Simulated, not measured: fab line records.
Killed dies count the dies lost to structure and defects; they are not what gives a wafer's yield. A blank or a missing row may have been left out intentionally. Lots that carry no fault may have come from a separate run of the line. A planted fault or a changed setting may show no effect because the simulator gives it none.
A lot that was struck, set against a sound lot    flow n5-finfet    36 steps out of a route of 1938
Sound: these wafers, L926.3, L926.5, L926.6. Struck: wafers L914.2, L914.3. (L914.1 of the same lot was not struck and is left out.) The cause comes at the end.
For every step that has rows: the tool of each side, followed by ch and its chambers, followed by its first start. Under that, the readings that differ: sound wafers    struck wafers    difference of the means    sigmas: that difference in standard deviations of wafers without a fault.
alike: readings with means less than 2 such deviations apart, plus words and numbers identical on both sides. not compared: withheld readings, readings lacking a value on some wafer, bounds such as >300 that could conceal the same value, and numbers that have no deviation in the record and whose values overlap.
A row with sigmas, a row that says differs or no value, or rows on one side alone: a step with any of these is where the two part. Numbers that don't overlap but have no deviation are shown without sigmas and don't part them. A reading missing from all wafers of one side parts the sides only when that side holds two or more wafers.

first, 9 steps without rows for these wafers: N5_SD_EPI_P_COAT_35 (time 60 s, resist thk 35 nm); N5_SD_EPI_P_COAT_03 (resist thk 150 nm); N5_SD_EPI_P_EBR_05; N5_SD_EPI_P_SOFTBAKE_04 (time 60 s); N5_SD_EPI_P_EXPOSE_06 (exposes mask SD P BLK, target cd 240 nm); N5_SD_EPI_P_PEB_07 (peb time 60 s); N5_SD_EPI_P_DEVELOP_08 (develop time 30 s); N5_SD_EPI_P_DESCUM_14 (chemistry O2, time 7.9 s); N5_SD_EPI_P_ETCH_36 (etches SiARC in CF4, target depth 45.5 nm, time 75.8 s).
N5_SD_EPI_P_ETCH_37: etches SOC in N2/H2, overetch 108 nm, time 486 s.
  sound on rie-diel-06 ch 0,1,2, day 7 13:41; struck on rie-diel-06 ch 0,2, day 4 13:16
reading                                      sound              struck     difference  sigmas
model.SD_EPI_P.cd-nm (nm)                    238.2 238.2 239.2  234.8 235  -3.6        
model.SiARC_of_SD_EPI_P_COAT_35.thk-nm (nm)  19.6 19.6 19.2     23.4 23.4  +3.9        
  alike: drypump-motor-current-A, oes-product-au, rf-vpp-V, showerhead-plenum-p-Torr, throttle-valve-pct
  not compared: rf-hours-counter-h
then, 1 step without rows for these wafers: N5_SD_EPI_P_STRIP_38 (strips in N2/H2).
N5_SD_EPI_P_ETCHBACK_46: etches SiNx in CH3F/O2, stops on SiO2, target depth 17.5 nm.
  sound on rie-diel-06 ch 0,1,2, day 7 14:01; struck on rie-diel-06 ch 0,2, day 4 13:36
reading                sound           struck     difference  sigmas
oes-product-au (a.u.)  0.59 0.61 0.64  0.28 0.28  -0.33       -6
  alike: drypump-motor-current-A, oes_f_703_au, rf-vpp-V, showerhead-plenum-p-Torr, throttle-valve-pct
  not compared: rf-hours-counter-h
then, 1 step without rows for these wafers: N5_SD_EPI_P_ETCH_47 (etches SiOCN in CH3F/O2, target depth 25 nm).
N5_SD_EPI_P_ETCH_16: etches SiO2 in CHF3/O2, target depth 5 nm.
  sound on rie-diel-06 ch 0,1,2, day 7 14:13; struck on rie-diel-06 ch 0,2, day 4 13:48
reading                                      sound           struck     difference  sigmas
model.SiARC_of_SD_EPI_P_COAT_35.thk-nm (nm)  11.8 11.6 10.8  15.4 15.4  +4.0        
  alike: drypump-motor-current-A, oes_f_703_au, oes-product-au, rf-vpp-V, showerhead-plenum-p-Torr, throttle-valve-pct
  not compared: rf-hours-counter-h
then, 1 step without rows for these wafers: N5_SD_EPI_P_STRIP_50 (strips in CHF3/O2).
N5_SD_EPI_P_SD_RECESS_17: chemistry HBr/Cl2/O2, target depth 39.1 nm, bt time 3 s.
  sound on rie-si-06 ch 1,2, day 7 14:17; struck on rie-si-01 ch 0,3, day 4 13:52
reading                    sound              struck       difference  sigmas
oes-product-au (a.u.)      1.035 1.033 1.035  0.986 1.002  -0.040      -3
model.SD_EPI_P.cd-nm (nm)  238 238.2 239      234.6 235    -3.6        
  alike: drypump-motor-current-A, throttle-valve-pct
  not compared: rf-hours-counter-h
then, 18 steps without rows for these wafers: N5_SD_EPI_P_WET_ETCH_45 (etches SiO2 in dHF, time 10.7 s, target depth 2 nm, rinse time 30 s); N5_SD_EPI_P_STRIP_40 (strips in N2/H2); N5_SD_EPI_P_PRECLEAN_52 (cleans in O3/DIW, time 60 s); N5_SD_EPI_P_SRD_20 (time 30 s); N5_SD_EPI_P_PRECLEAN_51 (cleans in NF3:NH3, afs cycles 1, time 20 s, sublimation time 60 s); N5_SD_EPI_P_VAPOR_ETCH_44 (etches SiGe30 in NF3/Ar, time 3.3 s); N5_SD_EPI_P_EPI_21 (deposits SiGe:B, time 355 s); N5_SD_EPI_P_HM_STRIP_48 (strips SiNx in H3PO4, material SiNx, target depth 3 nm); N5_SD_EPI_P_SRD_49 (time 30 s); N5_SD_EPI_P_PRECLEAN_24 (cleans in O3/DIW, time 45 s); N5_SD_EPI_P_PRECLEAN_32 (cleans in dHF, time 10 s); N5_SD_EPI_P_PRECLEAN_33 (cleans in SC2, time 45 s); N5_SD_EPI_P_SRD_25 (time 30 s); N5_SD_ACTIVATION_RTA_00 (time 0 s); N5_SD_ACTIVATION_LSA_01 (time 0.0008 s); N5_ILD0_LINER_00 (material SiNx, target thk 4 nm, pulse time 1 s, purge time 2 s); N5_ILD0_FCVD_FILL_01 (material SiO2 flowable, target thk 200 nm, time 328.3 s); N5_ILD0_CURE_02 (time 1800 s).
N5_BEOL_M4_RC_MEAS_101:
  the record has rows for the sound wafers here (prober-02 ch 0, day 12 08:31) and none for the struck ones
-- a jump in the record: the struck wafers' starts before and after are 9 days apart (it breaks off in module BEOL_M4 and resumes in module PASSIVATION, where the first step shown is number 1936 of the route) --
N5_PASSIVATION_PROBE_49:
  struck on prober-01, day 13 17:51; sound on prober-02, day 16 23:11
reading                   sound           struck     difference  sigmas
defect-limited-yield (%)  94.2 92.5 94.4  0 0.3      -94         -67
killed_at_M4_up           8 4 17          20 26      +13         +2
killed-at-front-end       13 37 26        1117 1103  +1085       +83
killed-dies               69 88 66        1180 1176  +1104       +65
killed-on-rim             14 11 7         152 150    +140        +31
sort_bin_5_function (%)   3.5 4.4 3.6     97.4 96.4  +93.1       +99 or more
sort-n-pass               1111 1092 1114  0 4        -1104       -65
sort-yield-pct (%)        94.2 92.5 94.4  0 0.3      -94         -67
  alike: killed_at_M0_to_M3, killed-at-contacts, killed-at-other, killed-open, killed-short, sort_bin_6_memory

WHERE THEY PART
At N5_SD_EPI_P_ETCHBACK_46 first; at N5_PASSIVATION_PROBE_49 last (within this record only).

WHY: what the simulator had put in
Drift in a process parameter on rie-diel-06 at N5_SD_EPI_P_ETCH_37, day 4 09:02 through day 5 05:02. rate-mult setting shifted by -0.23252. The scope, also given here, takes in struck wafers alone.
